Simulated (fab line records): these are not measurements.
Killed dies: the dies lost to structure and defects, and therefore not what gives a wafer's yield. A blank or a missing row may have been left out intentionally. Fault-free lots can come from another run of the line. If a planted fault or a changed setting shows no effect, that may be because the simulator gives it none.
Matching of chambers :: flow n5 finfet :: N5_MOL_CONTACT_COAG_STRIP_96 on rie diel-05 has 4 sister chambers
The step strips in N2/H2. 22 wafers are shown with their chamber, then 11 later ones without.

## WAFERS, EACH WITH ITS CHAMBER
wafer: L075.3
chamber: 0
drypump motor current A (A): 5.2
showerhead plenum p Torr (Torr): 3.27
throttle valve pct (%): 18.9

wafer: L075.4
chamber: 3
drypump motor current A (A): 5.4
showerhead plenum p Torr (Torr): 3.34
throttle valve pct (%): 19.0

wafer: L075.6
chamber: 2
drypump motor current A (A): 5.6
showerhead plenum p Torr (Torr): 3.40
throttle valve pct (%): 18.7

wafer: L076.1
chamber: 1
drypump motor current A (A): 4.9
showerhead plenum p Torr (Torr): 3.30
throttle valve pct (%): 18.5

wafer: L076.3
chamber: 3
drypump motor current A (A): 5.4
showerhead plenum p Torr (Torr): 3.33
throttle valve pct (%): 19.0

wafer: L076.5
chamber: 0
drypump motor current A (A): 5.3
showerhead plenum p Torr (Torr): 3.27
throttle valve pct (%): 18.9

wafer: L077.1
chamber: 2
drypump motor current A (A): 5.6
showerhead plenum p Torr (Torr): 3.39
throttle valve pct (%): 18.7

wafer: L077.2
chamber: 1
drypump motor current A (A): 4.9
showerhead plenum p Torr (Torr): 3.30
throttle valve pct (%): 18.5

wafer: L077.3
chamber: 0
drypump motor current A (A): 5.3
showerhead plenum p Torr (Torr): 3.27
throttle valve pct (%): 18.9

wafer: L078.1
chamber: 0
drypump motor current A (A): 5.3
showerhead plenum p Torr (Torr): 3.27
throttle valve pct (%): 18.9

wafer: L078.5
chamber: 3
drypump motor current A (A): 5.4
showerhead plenum p Torr (Torr): 3.33
throttle valve pct (%): 19.0

wafer: L078.6
chamber: 0
drypump motor current A (A): 5.3
showerhead plenum p Torr (Torr): 3.27
throttle valve pct (%): 18.9

wafer: L082.2
chamber: 0
drypump motor current A (A): 5.2
showerhead plenum p Torr (Torr): 3.26
throttle valve pct (%): 19.0

wafer: L082.3
chamber: 2
drypump motor current A (A): 5.7
showerhead plenum p Torr (Torr): 3.39
throttle valve pct (%): 18.7

wafer: L082.6
chamber: 1
drypump motor current A (A): 4.9
showerhead plenum p Torr (Torr): 3.30
throttle valve pct (%): 18.0

wafer: L083.2
chamber: 3
drypump motor current A (A): 5.4
showerhead plenum p Torr (Torr): 3.33
throttle valve pct (%): 19.0

wafer: L083.5
chamber: 2
drypump motor current A (A): 5.6
showerhead plenum p Torr (Torr): 3.39
throttle valve pct (%): 18.7

wafer: L083.6
chamber: 3
drypump motor current A (A): 5.4
showerhead plenum p Torr (Torr): 3.33
throttle valve pct (%): 19.0

wafer: L087.1
chamber: 2
drypump motor current A (A): 5.6
showerhead plenum p Torr (Torr): 3.37
throttle valve pct (%): 18.8

wafer: L087.4
chamber: 0
drypump motor current A (A): 5.3
showerhead plenum p Torr (Torr): 3.25
throttle valve pct (%): 19.0

wafer: L087.5
chamber: 1
drypump motor current A (A): 4.9
showerhead plenum p Torr (Torr): 3.29
throttle valve pct (%): 18.1

wafer: L088.2
chamber: 1
drypump motor current A (A): 4.9
showerhead plenum p Torr (Torr): 3.29
throttle valve pct (%): 18.1

SIGNATURES (means of the wafers above)
reading: drypump motor current A
chamber 0: 5.271
chamber 1: 4.900
chamber 2: 5.620
chamber 3: 5.400
scatter within a chamber: 0.0352

reading: showerhead plenum p Torr
chamber 0: 3.2657
chamber 1: 3.2960
chamber 2: 3.3880
chamber 3: 3.3320
scatter within a chamber: 0.00764

reading: throttle valve pct
chamber 0: 18.929
chamber 1: 18.240
chamber 2: 18.720
chamber 3: 19.000
scatter within a chamber: 0.119
Rule: for each reading, subtract the chamber's mean from the wafer's reading, divide by that reading's scatter and square the result; add these up over the readings and take the root, which gives the wafer's distance from the chamber. If the next closest chamber is less than 2 further off than the closest, the wafer can't be placed; otherwise it belongs to the closest. The scatter: the root of (the sum of the squares of (reading less its chamber's mean) over the shown wafers, divided by (wafers less chambers)).

## WAFERS WITHOUT THEIR CHAMBER
wafer: L088.5
drypump motor current A (A): 5.3
showerhead plenum p Torr (Torr): 3.25
throttle valve pct (%): 19.0

wafer: L088.6
drypump motor current A (A): 5.6
showerhead plenum p Torr (Torr): 3.37
throttle valve pct (%): 18.7

wafer: L092.4
drypump motor current A (A): 4.8
showerhead plenum p Torr (Torr): 3.29
throttle valve pct (%): 18.1

wafer: L092.5
drypump motor current A (A): 5.6
showerhead plenum p Torr (Torr): 3.37
throttle valve pct (%): 18.7

wafer: L092.6
drypump motor current A (A): 5.3
showerhead plenum p Torr (Torr): 3.25
throttle valve pct (%): 19.0

wafer: L093.1
drypump motor current A (A): 4.8
showerhead plenum p Torr (Torr): 3.28
throttle valve pct (%): 18.1

wafer: L093.2
drypump motor current A (A): 5.3
showerhead plenum p Torr (Torr): 3.25
throttle valve pct (%): 19.0

wafer: L093.6
drypump motor current A (A): 4.9
showerhead plenum p Torr (Torr): 3.28
throttle valve pct (%): 18.1

wafer: L094.1
drypump motor current A (A): 5.6
showerhead plenum p Torr (Torr): 3.37
throttle valve pct (%): 18.8

wafer: L094.4
drypump motor current A (A): 5.4
showerhead plenum p Torr (Torr): 3.32
throttle valve pct (%): 18.6

wafer: L094.5
drypump motor current A (A): 5.6
showerhead plenum p Torr (Torr): 3.37
throttle valve pct (%): 18.8

## WHICH CHAMBER EACH ONE RAN IN
wafer: L088.5
from the rows above: 0
in truth: 0

wafer: L088.6
from the rows above: 2
in truth: 2

wafer: L092.4
from the rows above: 1
in truth: 1

wafer: L092.5
from the rows above: 2
in truth: 2

wafer: L092.6
from the rows above: 0
in truth: 0

wafer: L093.1
from the rows above: 1
in truth: 1

wafer: L093.2
from the rows above: 0
in truth: 0

wafer: L093.6
from the rows above: 1
in truth: 1

wafer: L094.1
from the rows above: 2
in truth: 2

wafer: L094.4
from the rows above: 3
in truth: 3

wafer: L094.5
from the rows above: 2
in truth: 2
Correctly placed: 11 of 11. From these rows, 0 cannot be placed. Wrongly placed: 0.
